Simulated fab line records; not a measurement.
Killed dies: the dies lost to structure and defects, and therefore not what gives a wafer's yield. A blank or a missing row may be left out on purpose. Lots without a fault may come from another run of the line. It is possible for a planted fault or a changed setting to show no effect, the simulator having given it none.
Chamber matching ; flow n5-finfet ; rie-diel-05 running N5_BEOL_M10_VIA_ETCH_34: 4 sister chambers
The step etches SiCOH lowk in C4F6/O2, target depth 184.5 nm, time 69.2 s. 7 wafers are shown with their chamber, then 12 later ones without.

## WAFERS WITH THEIR CHAMBER
wafer;chamber;throttle-valve-pct (%);showerhead-plenum-p-Torr (Torr)
L082.6;1;20.53;2.79
L090.1;0;21.00;2.91
L090.4;3;20.57;3.02
L090.6;0;21.00;2.91
L089.1;2;21.29;2.94
L089.3;3;20.61;3.02
L089.5;2;21.27;2.93

## WAFERS WITHOUT THEIR CHAMBER
wafer;throttle-valve-pct (%);showerhead-plenum-p-Torr (Torr)
L092.4;21.30;2.93
L092.5;21.29;2.93
L092.6;20.15;2.78
L095.1;20.92;2.93
L095.4;20.17;2.78
L095.5;20.63;3.01
L097.1;20.89;2.93
L097.2;21.04;2.90
L097.3;20.17;2.78
L097.4;20.63;3.01
L097.5;21.03;2.90
L097.6;20.63;3.01

## WHICH CHAMBER EACH WENT THROUGH
wafer;from the rows above;in truth
L092.4;2;2
L092.5;2;2
L092.6;1;1
L095.1;0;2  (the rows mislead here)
L095.4;1;1
L095.5;3;3
L097.1;0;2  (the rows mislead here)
L097.2;0;0
L097.3;1;1
L097.4;3;3
L097.5;0;0
L097.6;3;3
Correctly placed: 10 of 12. Not placeable from these rows: 0. 2 placed wrongly.
How it was worked out, from the rows above alone: a wafer's distance from a chamber is the root of the sum, over the readings, of the square of ((its reading less the chamber's mean) divided by the reading's scatter). The wafer belongs to the nearest chamber; if the next one is less than 2 further off, it can't be placed. A chamber's mean is the mean of its shown wafers. The scatter: take each reading less its chamber's mean, square it, sum over the shown wafers, divide by the number of wafers less the number of chambers, and take the root.
